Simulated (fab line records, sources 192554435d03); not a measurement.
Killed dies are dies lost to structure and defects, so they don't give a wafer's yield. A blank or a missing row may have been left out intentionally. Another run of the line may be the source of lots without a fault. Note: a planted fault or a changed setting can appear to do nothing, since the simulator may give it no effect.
Matching of chambers    flow n5 finfet    N5_BEOL_M12_ETCH_38 on rie diel-06 has 4 sister chambers
The step etches SiCN in CF4/N2, target depth 68.7 nm, time 73.4 s. 14 wafers are shown with their chamber, then 7 later ones without.

WAFERS, EACH WITH ITS CHAMBER
wafer   chamber  showerhead plenum p Torr (Torr)  throttle valve pct (%)  drypump motor current A (A)
L080.2  3        2.36                             15.35                   5.5
L080.3  1        2.12                             15.90                   4.9
L080.6  2        2.35                             15.14                   6.7
L079.1  3        2.36                             15.36                   5.4
L079.3  0        2.20                             15.59                   5.6
L079.4  2        2.35                             15.11                   6.6
L084.3  1        2.12                             15.92                   4.9
L084.4  2        2.34                             15.13                   6.6
L084.5  0        2.20                             15.58                   5.6
L087.1  3        2.35                             15.36                   5.5
L087.3  2        2.34                             15.13                   6.7
L087.6  0        2.20                             15.60                   5.6
L089.4  3        2.35                             15.38                   5.4
L089.5  0        2.20                             15.61                   5.6

SIGNATURES, as means of the wafers listed above
reading                   chamber 0  chamber 1  chamber 2  chamber 3  scatter within a chamber
showerhead plenum p Torr  2.2000     2.1200     2.3450     2.3550     0.00447
throttle valve pct        15.5950    15.9100    15.1275    15.3625    0.0128
drypump motor current A   5.600      4.900      6.650      5.450      0.0447
Rule: for each reading, subtract the chamber's mean from the wafer's reading, divide by that reading's scatter and square the result; add these up over the readings and take the root, which gives the wafer's distance from the chamber. If the next closest chamber is less than 2 further off than the closest, the wafer can't be placed; otherwise it belongs to the closest. The scatter is the square root of a quotient: the sum, over the shown wafers, of each reading's squared deviation from its chamber's mean, divided by wafers minus chambers.

WAFERS WITHOUT THEIR CHAMBER
wafer   showerhead plenum p Torr (Torr)  throttle valve pct (%)  drypump motor current A (A)
L089.6  2.35                             15.38                   5.5
L091.3  2.19                             15.62                   5.6
L091.5  2.34                             15.17                   6.6
L091.6  2.11                             15.93                   4.8
L092.2  2.19                             15.63                   5.6
L092.3  2.34                             15.17                   6.6
L092.6  2.11                             15.93                   4.9

WHICH CHAMBER EACH WENT THROUGH
wafer   from the rows above  in truth
L089.6  3                    3
L091.3  0                    0
L091.5  2                    2
L091.6  1                    1
L092.2  0                    0
L092.3  2                    2
L092.6  1                    1
Correctly placed: 7 of 7. Can't be placed from these rows: 0. Wrongly placed: 0.
